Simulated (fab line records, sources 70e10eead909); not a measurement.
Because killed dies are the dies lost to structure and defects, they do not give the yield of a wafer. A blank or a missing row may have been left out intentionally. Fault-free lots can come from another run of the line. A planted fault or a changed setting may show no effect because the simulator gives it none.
Problem report in the 8D (eight disciplines) form, filled by code -- flow nand-harc -- the parts of the form that need people (team, actions taken, sign-off) are left out

1. PROBLEM STATEMENT
At NHARC_A_BLC_SOFTBAKE_05, heater-power-total-W averages 192.28 W over 6 wafers from 2 lots, while fault-free wafers read 188.45 W, standard deviation 0.13. Measured from the usual mean, that is +29 standard deviations.
The step: time 55 s.
Earliest sighting: wafer L118.1 on litho-track-06 at day 19 04:00. At this step, 39 wafers from 13 lots have a number in the record. Rule for "out" (also "out of limits"): further than 4 standard deviations from the usual mean. Any other wafer with a number is counted as sound.

2. WHAT IT IS, AND WHAT IT ISN'T
question,is,is not
which readings at this step,"heater-power-total-W, plate-temp-C",exhaust-pa
which lots,"L118, L122","L111, L112, L114, L115, L121, L126, L129, L131, L132, L133, L134"
which wafers of those lots,all that have a number,-
read on which tools,litho-track-06,"litho-track-01, litho-track-04"
when,from day 19 04:00,"up to then (12 sound wafers); but 21 sound wafers of L121, L126, L129, L131, L132, L133, L134 came after"

3. SUSPECTS, AND WHAT RULES EACH OUT
Counting: a tool at a process step up to the reading stays a suspect if it ran every lot that is out and no sound lot after the first of them.
- litho-track-06 at NHARC_A_BLC_SOFTBAKE_05 (time 55 s): kept. It ran every lot that is out, first L118 (day 19 04:00), and no sound lot after that; its last sound lot up to then is L112 (day 17 11:00). Out on those wafers are its own readings of heater-power-total-W, plate-temp-C.
The count leaves litho-track-06 at NHARC_A_BLC_SOFTBAKE_05.

4. THE CAUSE (what the simulator had put in)
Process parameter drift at NHARC_A_BLC_SOFTBAKE_05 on litho-track-06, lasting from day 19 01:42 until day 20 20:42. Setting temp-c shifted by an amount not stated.
Only this tool survived the counting.

5. THE EFFECT CHAIN, in route order
Each row: a reading whose mean over the struck wafers that have a number lies more than 3 standard deviations from the usual. Only readings for which the record gives a usual standard deviation are gone through. hours: the time from each lot's start at the first step in this table that gives one to its start at this step, as a median over the lots. sigmas: the change in usual standard deviations.
hours,step,reading,usual,on struck wafers,change,sigmas
0,NHARC_A_BLC_SOFTBAKE_05,heater-power-total-W,188.45 W,192.28,+3.83,+29
0,NHARC_A_BLC_SOFTBAKE_05,plate-temp-C,104.97 C,106.58,+1.61,+13
Here are the process steps it includes:
- NHARC_A_BLC_SOFTBAKE_05: time 55 s.
At these later measuring or inspecting steps, every struck wafer for which the step has a row has a number for every such reading, and none has moved that far: NHARC_A_BLC_CD_MEAS_10, NHARC_END_SORT_01.

6. HOW IT WOULD HAVE BEEN CAUGHT EARLIER
The fault began at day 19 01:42; the first out-of-limits reading in this record came at day 19 04:00, 2 hours later.
